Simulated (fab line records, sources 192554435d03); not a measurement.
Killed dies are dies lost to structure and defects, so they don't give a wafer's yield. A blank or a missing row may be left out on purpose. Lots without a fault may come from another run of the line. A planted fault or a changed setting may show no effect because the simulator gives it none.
fab line records | flow n5_finfet
record lots=11 wafers=33 last_day=17
route steps=1938 shown BEOL_M4@1084
lots that met no fault: from a run of the same line without faults
start_h: hours from the record's first day to the start of the lot's first wafer shown | wait_h: hours since the lot's step before | " the same as in the row above | L1.1+2: a row that stands for several wafers | - no value, or no start given | * or withheld: withheld | < > ~ a bound
route shown NAME@n: a module of which the file shows steps, and the number in the route of the first | usual: mean/standard deviation of fault-free wafers | same: alike in all rows | chamber/n: place in a boat | sites: the reading at each site | _std_site: their standard deviation | _edge_site: outer sites' mean less inner sites' | radius_mm: how far each site lies from the wafer's centre | mask NAME#n: copy n | behind: the tool/chamber that last shaped the wafer | hold: why the lot was held/for how many hours/how that ended | device: the transistor (n, p or np) that didn't switch | end of line: the same wafers' tests at the end of the route | a step without rows: its recipe alone | killed: dies lost to structure and defects at the first sort, not the wafer's yield | map: a wafer's dies, x killed, . not, _ none there
set.NAME: the setting as run; set.NAME@STEP: as run at that earlier step | model.NAME: the simulator's own value behind a step, which no gauge read
steps of the route over a sample of lots; a table a step, a row a wafer
## steps
# step N5_BEOL_M4_SPUTTER_48
# recipe material=Cu target_thk_a=45 temp_c=-20 chamber_pressure_pa=0.07 power_w=withheld time_s=8.29
# usual throttle_valve_pct=29.8/0.92
# columns lot.wafer tool chamber start_h wait_h throttle_valve_pct
L709.2 pvd_sputter-01 - 162.38 0.1 30.2
L709.3 " - " " 29.4
L709.6 " - " " 30.2
L711.1 pvd_sputter-01 - 166.44 0.3 30.4
L711.4 " - " " 31.4
L711.6 " - " " 29.7
L716.1 pvd_sputter-02 - 205.88 0.1 29.4
L716.3 " - " " 29.5
L716.5 " - " " 29.4
L718.1 pvd_sputter-02 - 212.96 0.4 28.6
L718.5 " - " " 28.4
L718.6 " - " " 29.2
L719.3 pvd_sputter-01 - 224.00 0.1 30.2
L719.4 " - " " 29.7
L719.5 " - " " 31.4
L722.3 pvd_sputter-01 - 240.04 0.1 31.4
L722.4 " - " " 29.6
L722.6 " - " " 31.2
L723.2 pvd_sputter-03 - 241.96 0.2 29.6
L723.3 " - " " 31.6
L723.5 " - " " 31.5
L724.1 pvd_sputter-01 - 251.17 1.5 30.3
L724.2 " - " " 31.4
L724.4 " - " " 29.4
L728.2 pvd_sputter-02 - 286.61 0.2 29.6
L728.5 " - " " 28.7
L728.6 " - " " 29.5
L730.1 pvd_sputter-02 - 293.69 0.1 28.6
L730.3 " - " " 29.0
L730.4 " - " " 29.3
L729.1 pvd_sputter-02 - 297.73 0.1 29.0
L729.4 " - " " 28.7
L729.6 " - " " 29.6
# step N5_BEOL_M4_SPUTTER_79
# recipe material=Cu target_thk_a=45 temp_c=-20 chamber_pressure_pa=0.07 power_w=withheld time_s=8.29
# usual throttle_valve_pct=29.8/0.94
# columns lot.wafer tool chamber start_h wait_h throttle_valve_pct
L709.2 pvd_sputter-01 - 162.60 0.1 30.1
L709.3 " - " " 29.3
L709.6 " - " " 30.1
L711.1 pvd_sputter-01 - 166.66 0.1 30.3
L711.4 " - " " 31.4
L711.6 " - " " 29.6
L716.1 pvd_sputter-02 - 206.10 0.1 29.1
L716.3 " - " " 28.9
L716.5 " - " " 29.5
L718.1 pvd_sputter-02 - 213.18 0.1 28.7
L718.5 " - " " 28.5
L718.6 " - " " 29.8
L719.3 pvd_sputter-01 - 224.22 0.1 30.4
L719.4 " - " " 29.5
L719.5 " - " " 31.4
L722.3 pvd_sputter-01 - 240.26 0.1 31.6
L722.4 " - " " 29.4
L722.6 " - " " 31.4
L723.2 pvd_sputter-03 - 242.18 0.1 29.4
L723.3 " - " " 31.8
L723.5 " - " " 31.6
L724.1 pvd_sputter-01 - 251.39 0.1 30.3
L724.2 " - " " 31.4
L724.4 " - " " 29.6
L728.2 pvd_sputter-02 - 286.83 0.1 29.5
L728.5 " - " " 28.8
L728.6 " - " " 29.4
L730.1 pvd_sputter-02 - 293.91 0.1 28.8
L730.3 " - " " 29.2
L730.4 " - " " 29.5
L729.1 pvd_sputter-02 - 297.95 0.1 29.2
L729.4 " - " " 28.8
L729.6 " - " " 29.4
# step N5_BEOL_M4_ANNEAL_82
# recipe temp_c=400 time_s=240 ambient=vacuum
# usual heater_power_w=834/65 susceptor_temp_C=400.00/0.23
# columns lot.wafer tool chamber start_h wait_h heater_power_w susceptor_temp_C
L709.2 pvd_sputter-01 - 162.90 0.0 894 400.18
L709.3 " - " " 751 399.68
L709.6 " - " " 892 399.91
L711.1 pvd_sputter-01 - 166.96 0.0 866 399.77
L711.4 " - " " 779 399.70
L711.6 " - " " 733 399.35
L716.1 pvd_sputter-02 - 206.40 0.0 781 399.88
L716.3 " - " " 838 400.10
L716.5 " - " " 927 400.13
L718.1 pvd_sputter-02 - 213.48 0.0 832 400.39
L718.5 " - " " 818 400.17
L718.6 " - " " 913 400.12
L719.3 pvd_sputter-01 - 224.52 0.0 886 400.23
L719.4 " - " " 763 400.23
L719.5 " - " " 771 400.13
L722.3 pvd_sputter-01 - 240.56 0.0 772 399.88
L722.4 " - " " 760 400.27
L722.6 " - " " 769 399.93
L723.2 pvd_sputter-03 - 242.48 0.0 899 399.72
L723.3 " - " " 799 400.36
L723.5 " - " " 811 400.27
L724.1 pvd_sputter-01 - 251.69 0.0 875 400.31
L724.2 " - " " 774 400.18
L724.4 " - " " 716 400.17
L728.2 pvd_sputter-02 - 287.13 0.0 927 399.95
L728.5 " - " " 815 400.34
L728.6 " - " " 778 400.04
L730.1 pvd_sputter-02 - 294.21 0.0 802 400.35
L730.3 " - " " 777 399.45
L730.4 " - " " 928 399.78
L729.1 pvd_sputter-02 - 298.25 0.0 838 400.30
L729.4 " - " " 811 399.89
L729.6 " - " " 905 400.16
# step N5_BEOL_M4_ANNEAL_93
# recipe temp_c=400 time_s=240 ambient=vacuum
# usual heater_power_w=834/66 susceptor_temp_C=399.98/0.23
# columns lot.wafer tool chamber start_h wait_h heater_power_w susceptor_temp_C
L709.2 pvd_sputter-01 - 163.78 0.0 897 400.17
L709.3 " - " " 737 400.13
L709.6 " - " " 873 399.78
L711.1 pvd_sputter-01 - 167.84 0.0 880 399.70
L711.4 " - " " 754 399.93
L711.6 " - " " 741 400.23
L716.1 pvd_sputter-02 - 207.28 0.0 - -
L716.3 " - " " - -
L716.5 " - " " - -
L718.1 pvd_sputter-02 - 214.36 0.0 - -
L718.5 " - " " - -
L718.6 " - " " - -
L719.3 pvd_sputter-01 - 225.40 0.0 - -
L719.4 " - " " - -
L719.5 " - " " - -
L722.3 pvd_sputter-01 - 241.44 0.0 772 400.09
L722.4 " - " " 745 400.10
L722.6 " - " " 766 400.49
L723.2 pvd_sputter-03 - 243.36 0.0 894 399.91
L723.3 " - " " 795 400.42
L723.5 " - " " 799 400.57
L724.1 pvd_sputter-01 - 252.57 0.0 896 400.03
L724.2 " - " " 766 400.06
L724.4 " - " " 744 400.06
L728.2 pvd_sputter-02 - 288.01 0.0 916 399.56
L728.5 " - " " 822 399.81
L728.6 " - " " 771 400.02
L730.1 pvd_sputter-02 - 295.09 0.0 805 400.00
L730.3 " - " " 786 400.03
L730.4 " - " " 939 399.58
L729.1 pvd_sputter-02 - 299.13 0.0 818 400.09
L729.4 " - " " 836 400.30
L729.6 " - " " 925 399.90
# step N5_BEOL_M4_RC_MEAS_101
# usual DIBL_N=36.0/1.7 DIBL_P=36.0/2 IOFF_N=0.156/0.028 IOFF_P=0.21/0.04 ION_N=673/12 ION_P=463/8.3 SS_N=71.4/0.6 SS_P=73.3/0.66 VT_N=250/3 VT_P=-250/3.8
# columns lot.wafer tool chamber start_h wait_h DIBL_N[mV/V] DIBL_P[mV/V] IOFF_N[nA/um] IOFF_P[nA/um] ION_N[uA/um] ION_P[uA/um] SS_N[mV/dec] SS_P[mV/dec] VT_N[mV] VT_P[mV]
L709.2 prober-01 0 165.53 0.2 35.2 35.4 0.146 0.20 668 470 71.2 73.2 252 -250
L709.3 " 0 " " 33.2 33.1 0.118 0.16 661 461 70.4 73.0 254 -253
L709.6 " 0 " " 33.7 34.3 0.132 0.19 667 458 71.0 72.7 252 -250
L711.1 prober-02 0 169.30 0.0 35.8 35.5 0.155 0.16 674 460 72.5 73.2 250 -257
L711.4 " 0 " " 38.5 39.1 0.207 0.22 680 454 72.3 74.7 248 -251
L711.6 " 0 " " 35.0 35.3 0.146 0.17 668 454 70.5 73.0 248 -256
L716.1 prober-01 0 209.48 0.1 36.7 35.6 0.160 0.20 682 462 72.3 72.7 249 -252
L716.3 " 0 " " 38.2 37.2 0.192 0.23 669 458 71.8 73.3 245 -249
L716.5 " 0 " " 37.4 36.1 0.167 0.21 680 463 71.4 73.8 247 -249
L718.1 prober-02 0 216.26 0.0 37.0 36.3 0.172 0.20 684 466 72.0 73.8 248 -253
L718.5 " 0 " " 36.4 35.2 0.160 0.18 684 468 71.0 73.5 248 -253
L718.6 " 0 " " 36.6 36.0 0.163 0.19 682 461 71.5 73.7 251 -253
L719.3 prober-02 0 227.16 0.3 32.3 32.4 0.112 0.19 658 462 70.2 72.7 254 -249
L719.4 " 0 " " 34.6 35.4 0.156 0.23 682 467 71.0 73.5 250 -247
L719.5 " 0 " " 34.7 35.3 0.142 0.22 660 459 71.6 73.2 252 -247
L722.3 prober-01 0 243.23 0.3 36.4 37.6 0.171 0.28 694 480 71.3 73.8 248 -240
L722.4 " 0 " " 34.0 35.2 0.133 0.25 680 485 70.9 73.3 249 -243
L722.6 " 0 " " 35.7 37.5 0.155 0.28 688 480 71.4 74.7 248 -244
L723.2 prober-01 0 245.12 0.2 35.5 34.7 0.141 0.20 656 460 70.8 73.3 254 -251
L723.3 " 0 " " 37.3 36.9 0.182 0.23 684 472 71.4 72.7 249 -248
L723.5 " 0 " " 37.1 37.1 0.174 0.24 688 467 71.6 73.9 249 -248
L724.1 prober-02 0 254.02 0.0 38.0 39.2 0.202 0.22 691 464 72.0 74.4 245 -251
L724.2 " 0 " " 36.2 36.7 0.174 0.19 681 458 71.3 73.9 248 -252
L724.4 " 0 " " 33.9 34.5 0.133 0.16 667 457 70.4 73.4 251 -256
L728.2 prober-02 0 289.62 0.2 34.4 34.3 0.118 0.18 667 462 70.8 72.6 256 -251
L728.5 " 0 " " 35.9 36.0 0.145 0.21 662 456 71.1 73.1 250 -251
L728.6 " 0 " " 34.5 33.9 0.125 0.18 662 463 71.1 72.5 252 -252
L730.1 prober-02 0 296.62 0.0 34.3 34.3 0.137 0.20 671 463 71.6 73.4 252 -247
L730.3 " 0 " " 34.2 33.8 0.136 0.19 672 468 70.3 72.6 250 -249
L730.4 " 0 " " 34.4 34.6 0.143 0.21 675 472 70.9 73.2 249 -245
L729.1 prober-01 0 300.79 0.0 38.1 38.5 0.208 0.24 692 468 71.7 73.9 247 -249
L729.4 " 0 " " 37.2 36.4 0.179 0.20 673 455 71.9 73.5 249 -254
L729.6 " 0 " " 38.8 38.3 0.202 0.25 686 466 72.1 74.6 246 -250
## key
first_sign step=N5_BEOL_M4_ANNEAL_93 reading=tool_record direction=missing
effect none on later readings
met_at N5_BEOL_M4_ANNEAL_93
struck_lots L716,L718,L719
not_acting_at N5_BEOL_M4_SPUTTER_48,N5_BEOL_M4_SPUTTER_79,N5_BEOL_M4_ANNEAL_82
onset_between 167.84 207.28
fault kind=skipped_step_whole tool=pvd_sputter-01,pvd_sputter-02 chamber=- onset_h=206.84 steps=N5_BEOL_M4_ANNEAL_93 scope=struck_lots_only
